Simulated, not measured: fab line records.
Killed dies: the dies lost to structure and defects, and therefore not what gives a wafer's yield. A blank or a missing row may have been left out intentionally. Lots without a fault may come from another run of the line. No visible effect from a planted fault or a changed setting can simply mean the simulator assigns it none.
fab line records -- flow n5Finfet
[record] lots = 24, wafers = 72, lastDay = 17
route steps=1938 shown BEOL_M3@972
lots that met no fault: taken from a fault-free run of the same line
startH: start of the lot's first displayed wafer, in hours after the record's first day -- waitH: time in hours since the lot's previous step -- " repeats the value in the row above -- L1.1+2: a single row standing in for several wafers -- - no value, or no start given -- * or withheld: withheld -- < > ~ a bound
route shown NAME@n: a module of which the file shows steps, and the number in the route of the first -- usual: average and standard deviation across the fault-free wafers -- same: alike in all rows -- chamber/n: place in a boat -- sites: readings site by site -- _std_site: standard deviation of those values -- _edge_site: inner sites' mean taken away from outer sites' mean -- radiusMm: how far each site lies from the wafer's centre -- mask NAME#n: copy n -- behind: the tool/chamber that last shaped the wafer -- hold: why the lot went on hold/how many hours it stayed there/how the hold came to an end -- device: transistor that didn't switch, given as n, p or np -- end of line: the same wafers' tests at the end of the route -- step lacking rows: just its recipe -- killed: dies that structure and defects cost at the first sort, which is not the same as the wafer's yield -- map: dies across one wafer; x = killed, . = not, _ = none there
set.NAME: the run value of the setting; set.NAME@STEP: its run value at that earlier step -- model.NAME: the simulator's own value behind a step, which no gauge read
steps of the route over a sample of lots; a table a step, a row a wafer
services: from which hour (startH, from the record's first day; less than 0 if before it) a tool's chamber was out of use, for how many hours, and why
[[steps]]
[step N5_BEOL_M3_ALD_98]
[recipe] material = SiO2, targetThkA = 25, tempC = 100, aldPrecursorFamily = BDEAS, aldCoReactant = O2-plasma, pulseTimeS = 1, coReactantPulseTimeS = 1, purgeTimeS = 2, coReactantPurgeTimeS = 2, aldCycles = 17, pressureTorr = 2
[usual] heaterPowerW = 79/9.5, precursorPulseHeightRel = 1.001/0.019
[same] purgeTimeS = 2
lot.wafer,tool,chamber,startH,waitH,heaterPowerW,precursorPulseHeightRel
L075.2,aldSin-02,2,151.36,0.4,78,0.995
L075.5,aldSin-02,0,151.36,0.4,72,0.978
L075.6,aldSin-02,1,151.36,0.4,78,1.007
L076.3,aldSin-03,3,160.58,0.1,89,1.036
L076.4,aldSin-03,2,160.58,0.1,84,1.011
L076.6,aldSin-03,3,160.58,0.1,90,0.989
L077.2,aldSin-02,2,163.23,0.1,81,0.993
L077.4,aldSin-02,3,163.23,0.1,80,1.008
L077.6,aldSin-02,3,163.23,0.1,84,0.999
L074.1,aldSin-01,1,172.11,0.1,81,1.012
L074.3,aldSin-01,0,172.11,0.1,57,1.035
L074.5,aldSin-01,2,172.11,0.1,99,0.967
L079.1,aldSin-01,1,176.57,0.1,80,1.000
L079.3,aldSin-01,0,176.57,0.1,57,0.994
L079.5,aldSin-01,1,176.57,0.1,80,0.983
L078.4,aldSin-02,0,176.72,0.1,75,0.991
L078.5,aldSin-02,3,176.72,0.1,84,1.000
L078.6,aldSin-02,0,176.72,0.1,73,1.028
L080.2,aldSin-01,1,181.40,0.1,81,1.045
L080.3,aldSin-01,0,181.40,0.1,58,1.008
L080.6,aldSin-01,1,181.40,0.1,80,0.957
L081.1,aldSin-01,2,187.44,0.1,102,0.978
L081.4,aldSin-01,1,187.44,0.1,80,1.002
L081.5,aldSin-01,3,187.44,0.1,78,1.008
L082.2,aldSin-02,2,195.75,0.1,75,0.970
L082.4,aldSin-02,0,195.75,0.1,72,0.992
L082.5,aldSin-02,3,195.75,0.1,84,1.021
L083.1,aldSin-02,3,205.22,0.1,84,1.007
L083.3,aldSin-02,1,205.22,0.1,81,0.969
L083.4,aldSin-02,2,205.22,0.1,76,1.017
L084.1,aldSin-03,0,210.70,0.1,76,0.998
L084.2,aldSin-03,1,210.70,0.1,69,1.016
L084.4,aldSin-03,2,210.70,0.1,87,1.003
L085.2,aldSin-01,1,216.03,0.1,80,1.029
L085.3,aldSin-01,0,216.03,0.1,60,1.020
L085.6,aldSin-01,1,216.03,0.1,79,1.006
L086.2,aldSin-02,1,226.69,0.1,79,1.032
L086.4,aldSin-02,3,226.69,0.1,85,1.003
L086.5,aldSin-02,1,226.69,0.1,82,1.020
L087.1,aldSin-01,3,229.48,0.1,78,1.024
L087.5,aldSin-01,3,229.48,0.1,77,0.988
L087.6,aldSin-01,2,229.48,0.1,100,1.018
L088.4,aldSin-02,3,236.08,0.3,85,0.993
L088.5,aldSin-02,3,236.08,0.3,83,0.992
L088.6,aldSin-02,2,236.08,0.3,74,0.991
L089.2,aldSin-02,1,243.22,0.2,82,1.010
L089.5,aldSin-02,0,243.22,0.2,72,1.020
L089.6,aldSin-02,1,243.22,0.2,81,0.977
L090.2,aldSin-03,1,249.25,0.1,68,1.012
L090.3,aldSin-03,2,249.25,0.1,87,1.018
L090.5,aldSin-03,2,249.25,0.1,86,0.979
L091.2,aldSin-03,1,250.25,0.1,67,0.997
L091.5,aldSin-03,1,250.25,0.1,70,1.047
L091.6,aldSin-03,2,250.25,0.1,86,0.998
L092.2,aldSin-03,0,256.16,0.1,79,1.008
L092.4,aldSin-03,2,256.16,0.1,83,1.018
L092.5,aldSin-03,2,256.16,0.1,87,1.010
L093.2,aldSin-03,3,262.78,0.1,87,0.985
L093.3,aldSin-03,2,262.78,0.1,86,0.994
L093.6,aldSin-03,2,262.78,0.1,86,0.999
L094.2,aldSin-01,1,268.93,0.4,79,1.012
L094.3,aldSin-01,0,268.93,0.4,57,1.020
L094.5,aldSin-01,1,268.93,0.4,80,1.035
L095.2,aldSin-02,0,281.98,1.6,73,1.004
L095.4,aldSin-02,1,281.98,1.6,80,0.983
L095.5,aldSin-02,2,281.98,1.6,74,0.991
L096.1,aldSin-02,1,282.08,1.1,81,0.961
L096.4,aldSin-02,3,282.08,1.1,83,1.015
L096.6,aldSin-02,1,282.08,1.1,80,0.981
L097.3,aldSin-02,3,287.78,0.5,84,1.001
L097.4,aldSin-02,1,287.78,0.5,82,0.988
L097.6,aldSin-02,0,287.78,0.5,72,0.971
[step N5_BEOL_M3_SPUTTER_48]
[recipe] material = Cu, targetThkA = 45, tempC = -20, chamberPressurePa = 0.07, powerW = withheld, timeS = 8.29
[usual] throttleValvePct = 29.7/0.84
lot.wafer,tool,chamber,startH,waitH,throttleValvePct
L075.2,pvdSputter-02,-,159.75,0.1,29.5
L075.5,pvdSputter-02,-,159.75,0.1,30.7
L075.6,pvdSputter-02,-,159.75,0.1,29.1
L076.3,pvdSputter-03,-,163.52,0.1,30.1
L076.4,pvdSputter-03,-,163.52,0.1,30.4
L076.6,pvdSputter-03,-,163.52,0.1,30.4
L077.2,pvdSputter-03,-,165.76,0.2,29.5
L077.4,pvdSputter-03,-,165.76,0.2,29.7
L077.6,pvdSputter-03,-,165.76,0.2,30.6
L074.1,pvdSputter-02,-,174.39,0.1,28.7
L074.3,pvdSputter-02,-,174.39,0.1,29.4
L074.5,pvdSputter-02,-,174.39,0.1,29.6
L079.1,pvdSputter-02,-,179.52,1.5,29.2
L079.3,pvdSputter-02,-,179.52,1.5,30.8
L079.5,pvdSputter-02,-,179.52,1.5,30.6
L078.4,pvdSputter-01,-,179.62,1.4,29.8
L078.5,pvdSputter-01,-,179.62,1.4,29.7
L078.6,pvdSputter-01,-,179.62,1.4,27.4
L080.2,pvdSputter-01,-,183.58,0.2,29.5
L080.3,pvdSputter-01,-,183.58,0.2,29.6
L080.6,pvdSputter-01,-,183.58,0.2,29.6
L081.1,pvdSputter-03,-,192.36,0.2,29.3
L081.4,pvdSputter-03,-,192.36,0.2,29.9
L081.5,pvdSputter-03,-,192.36,0.2,28.8
L082.2,pvdSputter-02,-,199.84,0.2,29.3
L082.4,pvdSputter-02,-,199.84,0.2,30.9
L082.5,pvdSputter-02,-,199.84,0.2,30.7
L083.1,pvdSputter-03,-,212.01,0.8,29.8
L083.3,pvdSputter-03,-,212.01,0.8,30.5
L083.4,pvdSputter-03,-,212.01,0.8,30.4
L084.1,pvdSputter-01,-,218.46,0.1,27.7
L084.2,pvdSputter-01,-,218.46,0.1,29.4
L084.4,pvdSputter-01,-,218.46,0.1,30.1
L085.2,pvdSputter-01,-,220.74,0.1,29.3
L085.3,pvdSputter-01,-,220.74,0.1,30.0
L085.6,pvdSputter-01,-,220.74,0.1,29.4
L086.2,pvdSputter-03,-,230.33,0.1,30.5
L086.4,pvdSputter-03,-,230.33,0.1,29.7
L086.5,pvdSputter-03,-,230.33,0.1,30.5
L087.1,pvdSputter-02,-,235.12,0.1,29.4
L087.5,pvdSputter-02,-,235.12,0.1,28.9
L087.6,pvdSputter-02,-,235.12,0.1,29.7
L088.4,pvdSputter-02,-,238.38,0.0,30.6
L088.5,pvdSputter-02,-,238.38,0.0,29.6
L088.6,pvdSputter-02,-,238.38,0.0,30.4
L089.2,pvdSputter-01,-,245.87,0.1,29.4
L089.5,pvdSputter-01,-,245.87,0.1,29.7
L089.6,pvdSputter-01,-,245.87,0.1,27.5
L091.2,pvdSputter-03,-,254.56,0.1,30.3
L091.5,pvdSputter-03,-,254.56,0.1,30.1
L091.6,pvdSputter-03,-,254.56,0.1,29.6
L090.2,pvdSputter-02,-,254.71,0.1,29.6
L090.3,pvdSputter-02,-,254.71,0.1,30.6
L090.5,pvdSputter-02,-,254.71,0.1,30.5
L092.2,pvdSputter-03,-,262.54,0.1,30.4
L092.4,pvdSputter-03,-,262.54,0.1,30.3
L092.5,pvdSputter-03,-,262.54,0.1,30.1
L093.2,pvdSputter-02,-,271.36,0.2,30.6
L093.3,pvdSputter-02,-,271.36,0.2,30.7
L093.6,pvdSputter-02,-,271.36,0.2,28.8
L094.2,pvdSputter-03,-,271.38,0.2,29.0
L094.3,pvdSputter-03,-,271.38,0.2,30.4
L094.5,pvdSputter-03,-,271.38,0.2,30.4
L095.2,pvdSputter-03,-,284.29,0.1,29.7
L095.4,pvdSputter-03,-,284.29,0.1,29.0
L095.5,pvdSputter-03,-,284.29,0.1,29.2
L096.1,pvdSputter-01,-,287.01,0.1,29.8
L096.4,pvdSputter-01,-,287.01,0.1,27.4
L096.6,pvdSputter-01,-,287.01,0.1,29.7
L097.3,pvdSputter-02,-,289.60,0.1,29.5
L097.4,pvdSputter-02,-,289.60,0.1,30.5
L097.6,pvdSputter-02,-,289.60,0.1,30.8
[step N5_BEOL_M3_ANNEAL_49]
[recipe] tempC = 400, timeS = 240, ambient = vacuum
[usual] heaterPowerW = 814/75
lot.wafer,tool,chamber,startH,waitH,heaterPowerW
L075.2,pvdSputter-02,-,159.83,0.0,839
L075.5,pvdSputter-02,-,159.83,0.0,759
L075.6,pvdSputter-02,-,159.83,0.0,783
L076.3,pvdSputter-03,-,163.60,0.0,832
L076.4,pvdSputter-03,-,163.60,0.0,897
L076.6,pvdSputter-03,-,163.60,0.0,829
L077.2,pvdSputter-03,-,165.84,0.0,854
L077.4,pvdSputter-03,-,165.84,0.0,825
L077.6,pvdSputter-03,-,165.84,0.0,869
L074.1,pvdSputter-02,-,174.47,0.0,766
L074.3,pvdSputter-02,-,174.47,0.0,850
L074.5,pvdSputter-02,-,174.47,0.0,837
L079.1,pvdSputter-02,-,179.60,0.0,837
L079.3,pvdSputter-02,-,179.60,0.0,758
L079.5,pvdSputter-02,-,179.60,0.0,726
L078.4,pvdSputter-01,-,179.70,0.0,688
L078.5,pvdSputter-01,-,179.70,0.0,690
L078.6,pvdSputter-01,-,179.70,0.0,836
L080.2,pvdSputter-01,-,183.66,0.0,880
L080.3,pvdSputter-01,-,183.66,0.0,823
L080.6,pvdSputter-01,-,183.66,0.0,840
L081.1,pvdSputter-03,-,192.44,0.0,672
L081.4,pvdSputter-03,-,192.44,0.0,851
L081.5,pvdSputter-03,-,192.44,0.0,662
L082.2,pvdSputter-02,-,199.92,0.0,853
L082.4,pvdSputter-02,-,199.92,0.0,757
L082.5,pvdSputter-02,-,199.92,0.0,742
L083.1,pvdSputter-03,-,212.09,0.0,859
L083.3,pvdSputter-03,-,212.09,0.0,841
L083.4,pvdSputter-03,-,212.09,0.0,865
L084.1,pvdSputter-01,-,218.54,0.0,838
L084.2,pvdSputter-01,-,218.54,0.0,841
L084.4,pvdSputter-01,-,218.54,0.0,874
L085.2,pvdSputter-01,-,220.82,0.0,829
L085.3,pvdSputter-01,-,220.82,0.0,887
L085.6,pvdSputter-01,-,220.82,0.0,851
L086.2,pvdSputter-03,-,230.41,0.0,841
L086.4,pvdSputter-03,-,230.41,0.0,833
L086.5,pvdSputter-03,-,230.41,0.0,845
L087.1,pvdSputter-02,-,235.20,0.0,848
L087.5,pvdSputter-02,-,235.20,0.0,760
L087.6,pvdSputter-02,-,235.20,0.0,845
L088.4,pvdSputter-02,-,238.46,0.0,743
L088.5,pvdSputter-02,-,238.46,0.0,839
L088.6,pvdSputter-02,-,238.46,0.0,884
L089.2,pvdSputter-01,-,245.95,0.0,689
L089.5,pvdSputter-01,-,245.95,0.0,868
L089.6,pvdSputter-01,-,245.95,0.0,855
L091.2,pvdSputter-03,-,254.64,0.0,833
L091.5,pvdSputter-03,-,254.64,0.0,846
L091.6,pvdSputter-03,-,254.64,0.0,840
L090.2,pvdSputter-02,-,254.79,0.0,852
L090.3,pvdSputter-02,-,254.79,0.0,907
L090.5,pvdSputter-02,-,254.79,0.0,915
L092.2,pvdSputter-03,-,262.62,0.0,913
L092.4,pvdSputter-03,-,262.62,0.0,817
L092.5,pvdSputter-03,-,262.62,0.0,833
L093.2,pvdSputter-02,-,271.45,0.0,940
L093.3,pvdSputter-02,-,271.45,0.0,751
L093.6,pvdSputter-02,-,271.45,0.0,769
L094.2,pvdSputter-03,-,271.46,0.0,670
L094.3,pvdSputter-03,-,271.46,0.0,902
L094.5,pvdSputter-03,-,271.46,0.0,851
L095.2,pvdSputter-03,-,284.37,0.0,834
L095.4,pvdSputter-03,-,284.37,0.0,679
L095.5,pvdSputter-03,-,284.37,0.0,657
L096.1,pvdSputter-01,-,287.09,0.0,887
L096.4,pvdSputter-01,-,287.09,0.0,849
L096.6,pvdSputter-01,-,287.09,0.0,892
L097.3,pvdSputter-02,-,289.68,0.0,840
L097.4,pvdSputter-02,-,289.68,0.0,934
L097.6,pvdSputter-02,-,289.68,0.0,761
[step N5_BEOL_M3_ANNEAL_82]
[recipe] tempC = 400, timeS = 240, ambient = vacuum
[usual] heaterPowerW = 817/74
lot.wafer,tool,chamber,startH,waitH,heaterPowerW
L075.2,pvdSputter-02,-,160.27,0.0,850
L075.5,pvdSputter-02,-,160.27,0.0,752
L075.6,pvdSputter-02,-,160.27,0.0,788
L076.3,pvdSputter-03,-,164.04,0.0,828
L076.4,pvdSputter-03,-,164.04,0.0,878
L076.6,pvdSputter-03,-,164.04,0.0,832
L077.2,pvdSputter-03,-,166.28,0.0,843
L077.4,pvdSputter-03,-,166.28,0.0,853
L077.6,pvdSputter-03,-,166.28,0.0,917
L074.1,pvdSputter-02,-,174.91,0.0,781
L074.3,pvdSputter-02,-,174.91,0.0,854
L074.5,pvdSputter-02,-,174.91,0.0,841
L079.1,pvdSputter-02,-,180.04,0.0,844
L079.3,pvdSputter-02,-,180.04,0.0,751
L079.5,pvdSputter-02,-,180.04,0.0,745
L078.4,pvdSputter-01,-,180.14,0.0,684
L078.5,pvdSputter-01,-,180.14,0.0,687
L078.6,pvdSputter-01,-,180.14,0.0,841
L080.2,pvdSputter-01,-,184.10,0.0,874
L080.3,pvdSputter-01,-,184.10,0.0,840
L080.6,pvdSputter-01,-,184.10,0.0,833
L081.1,pvdSputter-03,-,192.88,0.0,674
L081.4,pvdSputter-03,-,192.88,0.0,839
L081.5,pvdSputter-03,-,192.88,0.0,666
L082.2,pvdSputter-02,-,200.36,0.0,855
L082.4,pvdSputter-02,-,200.36,0.0,759
L082.5,pvdSputter-02,-,200.36,0.0,759
L083.1,pvdSputter-03,-,212.53,0.0,849
L083.3,pvdSputter-03,-,212.53,0.0,864
L083.4,pvdSputter-03,-,212.53,0.0,921
L084.1,pvdSputter-01,-,218.98,0.0,864
L084.2,pvdSputter-01,-,218.98,0.0,843
L084.4,pvdSputter-01,-,218.98,0.0,882
L085.2,pvdSputter-01,-,221.26,0.0,836
L085.3,pvdSputter-01,-,221.26,0.0,897
L085.6,pvdSputter-01,-,221.26,0.0,831
L086.2,pvdSputter-03,-,230.85,0.0,835
L086.4,pvdSputter-03,-,230.85,0.0,860
L086.5,pvdSputter-03,-,230.85,0.0,838
L087.1,pvdSputter-02,-,235.64,0.0,834
L087.5,pvdSputter-02,-,235.64,0.0,796
L087.6,pvdSputter-02,-,235.64,0.0,853
L088.4,pvdSputter-02,-,238.90,0.0,748
L088.5,pvdSputter-02,-,238.90,0.0,861
L088.6,pvdSputter-02,-,238.90,0.0,900
L089.2,pvdSputter-01,-,246.39,0.0,663
L089.5,pvdSputter-01,-,246.39,0.0,902
L089.6,pvdSputter-01,-,246.39,0.0,851
L091.2,pvdSputter-03,-,255.08,0.0,836
L091.5,pvdSputter-03,-,255.08,0.0,831
L091.6,pvdSputter-03,-,255.08,0.0,866
L090.2,pvdSputter-02,-,255.23,0.0,857
L090.3,pvdSputter-02,-,255.23,0.0,902
L090.5,pvdSputter-02,-,255.23,0.0,901
L092.2,pvdSputter-03,-,263.06,0.0,908
L092.4,pvdSputter-03,-,263.06,0.0,816
L092.5,pvdSputter-03,-,263.06,0.0,847
L094.2,pvdSputter-03,-,271.90,0.0,682
L094.3,pvdSputter-03,-,271.90,0.0,897
L094.5,pvdSputter-03,-,271.90,0.0,831
L093.2,pvdSputter-02,-,271.95,0.0,901
L093.3,pvdSputter-02,-,271.95,0.0,780
L093.6,pvdSputter-02,-,271.95,0.0,765
L095.2,pvdSputter-03,-,284.81,0.0,860
L095.4,pvdSputter-03,-,284.81,0.0,676
L095.5,pvdSputter-03,-,284.81,0.0,654
L096.1,pvdSputter-01,-,287.53,0.0,888
L096.4,pvdSputter-01,-,287.53,0.0,818
L096.6,pvdSputter-01,-,287.53,0.0,889
L097.3,pvdSputter-02,-,290.12,0.0,855
L097.4,pvdSputter-02,-,290.12,0.0,917
L097.6,pvdSputter-02,-,290.12,0.0,764
[step N5_BEOL_M3_ANNEAL_87]
[recipe] tempC = 400, timeS = 240, ambient = vacuum
[usual] heaterPowerW = 816/75
lot.wafer,tool,chamber,startH,waitH,heaterPowerW
L075.2,pvdSputter-02,-,160.49,0.0,848
L075.5,pvdSputter-02,-,160.49,0.0,768
L075.6,pvdSputter-02,-,160.49,0.0,778
L076.3,pvdSputter-03,-,164.26,0.0,838
L076.4,pvdSputter-03,-,164.26,0.0,884
L076.6,pvdSputter-03,-,164.26,0.0,813
L077.2,pvdSputter-03,-,166.50,0.0,827
L077.4,pvdSputter-03,-,166.50,0.0,878
L077.6,pvdSputter-03,-,166.50,0.0,907
L074.1,pvdSputter-02,-,175.13,0.0,794
L074.3,pvdSputter-02,-,175.13,0.0,845
L074.5,pvdSputter-02,-,175.13,0.0,849
L079.1,pvdSputter-02,-,180.26,0.0,869
L079.3,pvdSputter-02,-,180.26,0.0,745
L079.5,pvdSputter-02,-,180.26,0.0,753
L078.4,pvdSputter-01,-,180.36,0.0,668
L078.5,pvdSputter-01,-,180.36,0.0,681
L078.6,pvdSputter-01,-,180.36,0.0,845
L080.2,pvdSputter-01,-,184.32,0.0,869
L080.3,pvdSputter-01,-,184.32,0.0,831
L080.6,pvdSputter-01,-,184.32,0.0,835
L081.1,pvdSputter-03,-,193.10,0.0,665
L081.4,pvdSputter-03,-,193.10,0.0,843
L081.5,pvdSputter-03,-,193.10,0.0,664
L082.2,pvdSputter-02,-,200.58,0.0,834
L082.4,pvdSputter-02,-,200.58,0.0,749
L082.5,pvdSputter-02,-,200.58,0.0,756
L083.1,pvdSputter-03,-,212.75,0.0,841
L083.3,pvdSputter-03,-,212.75,0.0,851
L083.4,pvdSputter-03,-,212.75,0.0,888
L084.1,pvdSputter-01,-,219.20,0.0,828
L084.2,pvdSputter-01,-,219.20,0.0,839
L084.4,pvdSputter-01,-,219.20,0.0,863
L085.2,pvdSputter-01,-,221.48,0.0,825
L085.3,pvdSputter-01,-,221.48,0.0,880
L085.6,pvdSputter-01,-,221.48,0.0,841
L086.2,pvdSputter-03,-,231.07,0.0,838
L086.4,pvdSputter-03,-,231.07,0.0,854
L086.5,pvdSputter-03,-,231.07,0.0,820
L087.1,pvdSputter-02,-,235.86,0.0,851
L087.5,pvdSputter-02,-,235.86,0.0,778
L087.6,pvdSputter-02,-,235.86,0.0,850
L088.4,pvdSputter-02,-,239.12,0.0,759
L088.5,pvdSputter-02,-,239.12,0.0,844
L088.6,pvdSputter-02,-,239.12,0.0,923
L089.2,pvdSputter-01,-,246.61,0.0,677
L089.5,pvdSputter-01,-,246.61,0.0,892
L089.6,pvdSputter-01,-,246.61,0.0,841
L091.2,pvdSputter-03,-,255.30,0.0,850
L091.5,pvdSputter-03,-,255.30,0.0,834
L091.6,pvdSputter-03,-,255.30,0.0,850
L090.2,pvdSputter-02,-,255.45,0.0,877
L090.3,pvdSputter-02,-,255.45,0.0,949
L090.5,pvdSputter-02,-,255.45,0.0,909
L092.2,pvdSputter-03,-,263.28,0.0,906
L092.4,pvdSputter-03,-,263.28,0.0,851
L092.5,pvdSputter-03,-,263.28,0.0,839
L094.2,pvdSputter-03,-,272.12,0.0,673
L094.3,pvdSputter-03,-,272.12,0.0,886
L094.5,pvdSputter-03,-,272.12,0.0,849
L093.2,pvdSputter-02,-,272.20,0.0,909
L093.3,pvdSputter-02,-,272.20,0.0,757
L093.6,pvdSputter-02,-,272.20,0.0,769
L095.2,pvdSputter-03,-,285.03,0.0,848
L095.4,pvdSputter-03,-,285.03,0.0,661
L095.5,pvdSputter-03,-,285.03,0.0,681
L096.1,pvdSputter-01,-,287.75,0.0,888
L096.4,pvdSputter-01,-,287.75,0.0,869
L096.6,pvdSputter-01,-,287.75,0.0,881
L097.3,pvdSputter-02,-,290.34,0.0,875
L097.4,pvdSputter-02,-,290.34,0.0,896
L097.6,pvdSputter-02,-,290.34,0.0,750
[step N5_BEOL_M3_PRE_CLEAN_60]
[recipe] gas = NH3/H2, timeS = 15, tempC = *, rfPowerW = 300
[usual] heaterPowerW = 83/7.2
lot.wafer,tool,chamber,startH,waitH,heaterPowerW
L075.2,cvdCo-01,0,164.16,0.0,95
L075.5,cvdCo-01,2,164.16,0.0,87
L075.6,cvdCo-01,0,164.16,0.0,95
L076.3,cvdCo-02,0,166.11,0.0,85
L076.4,cvdCo-02,1,166.11,0.0,79
L076.6,cvdCo-02,0,166.11,0.0,85
L077.2,cvdCo-02,0,168.35,0.0,86
L077.4,cvdCo-02,1,168.35,0.0,81
L077.6,cvdCo-02,0,168.35,0.0,85
L074.1,cvdCo-02,0,176.99,0.0,85
L074.3,cvdCo-02,2,176.99,0.0,70
L074.5,cvdCo-02,1,176.99,0.0,80
L079.1,cvdCo-01,2,182.25,0.2,88
L079.3,cvdCo-01,1,182.25,0.2,87
L079.5,cvdCo-01,2,182.25,0.2,89
L078.4,cvdCo-01,0,182.38,0.2,95
L078.5,cvdCo-01,1,182.38,0.2,88
L078.6,cvdCo-01,2,182.38,0.2,90
L080.2,cvdCo-01,1,186.26,0.0,88
L080.3,cvdCo-01,2,186.26,0.0,90
L080.6,cvdCo-01,2,186.26,0.0,89
L081.1,cvdCo-02,0,195.42,0.0,86
L081.4,cvdCo-02,2,195.42,0.0,71
L081.5,cvdCo-02,0,195.42,0.0,86
L082.2,cvdCo-02,0,202.45,0.0,87
L082.4,cvdCo-02,2,202.45,0.0,72
L082.5,cvdCo-02,0,202.45,0.0,85
L083.1,cvdCo-02,0,214.65,0.0,85
L083.3,cvdCo-02,1,214.65,0.0,79
L083.4,cvdCo-02,2,214.65,0.0,70
L084.1,cvdCo-02,0,221.32,0.0,85
L084.2,cvdCo-02,1,221.32,0.0,79
L084.4,cvdCo-02,0,221.32,0.0,86
L085.2,cvdCo-02,2,223.33,0.0,72
L085.3,cvdCo-02,0,223.33,0.0,87
L085.6,cvdCo-02,0,223.33,0.0,84
L086.2,cvdCo-02,0,232.93,0.1,84
L086.4,cvdCo-02,2,232.93,0.1,73
L086.5,cvdCo-02,0,232.93,0.1,87
L087.1,cvdCo-01,1,237.81,0.0,86
L087.5,cvdCo-01,2,237.81,0.0,90
L087.6,cvdCo-01,0,237.81,0.0,93
L088.4,cvdCo-02,2,240.98,0.1,71
L088.5,cvdCo-02,0,240.98,0.1,85
L088.6,cvdCo-02,1,240.98,0.1,79
L089.2,cvdCo-02,2,248.46,0.0,70
L089.5,cvdCo-02,1,248.46,0.0,83
L089.6,cvdCo-02,0,248.46,0.0,88
L091.2,cvdCo-01,0,257.14,0.0,93
L091.5,cvdCo-01,1,257.14,0.0,89
L091.6,cvdCo-01,0,257.14,0.0,93
L090.2,cvdCo-02,0,257.75,0.0,87
L090.3,cvdCo-02,1,257.75,0.0,81
L090.5,cvdCo-02,1,257.75,0.0,83
L092.2,cvdCo-01,1,265.12,0.0,88
L092.4,cvdCo-01,0,265.12,0.0,92
L092.5,cvdCo-01,1,265.12,0.0,87
L094.2,cvdCo-01,0,274.08,0.2,94
L094.3,cvdCo-01,2,274.08,0.2,90
L094.5,cvdCo-01,1,274.08,0.2,87
L093.2,cvdCo-01,2,274.19,0.1,91
L093.3,cvdCo-01,1,274.19,0.1,85
L093.6,cvdCo-01,1,274.19,0.1,87
L095.2,cvdCo-02,0,286.89,0.1,86
L095.4,cvdCo-02,2,286.89,0.1,72
L095.5,cvdCo-02,1,286.89,0.1,81
L096.1,cvdCo-02,1,289.64,0.1,82
L096.4,cvdCo-02,1,289.64,0.1,84
L096.6,cvdCo-02,2,289.64,0.1,73
L097.3,cvdCo-02,0,292.18,0.0,86
L097.4,cvdCo-02,1,292.18,0.0,83
L097.6,cvdCo-02,2,292.18,0.0,72
[[services]]
tool,chamber,startH,hours,kind
aldSin-03,3,142.57,3.6,repair
aldSin-02,-,176.82,14.0,pm
aldSin-02,0,176.82,14.0,ventCycle
aldSin-02,1,176.82,14.0,ventCycle
aldSin-02,2,176.82,14.0,ventCycle
aldSin-02,3,176.82,14.0,ventCycle
cvdCo-02,0,178.70,4.6,repair
aldSin-02,0,190.82,-,clean
aldSin-02,1,190.82,-,clean
aldSin-02,2,190.82,-,clean
aldSin-02,3,190.82,-,clean
aldSin-02,-,192.50,2.8,pm
aldSin-03,3,204.97,1.7,repair
aldSin-02,-,258.00,6.0,pm
cvdCo-02,-,261.61,0.6,repair
aldSin-03,-,280.55,6.0,pm
aldSin-01,-,283.71,0.7,repair
aldSin-03,-,286.55,14.6,pm
cvdCo-01,-,289.01,1.2,repair
[[key]]
fault none
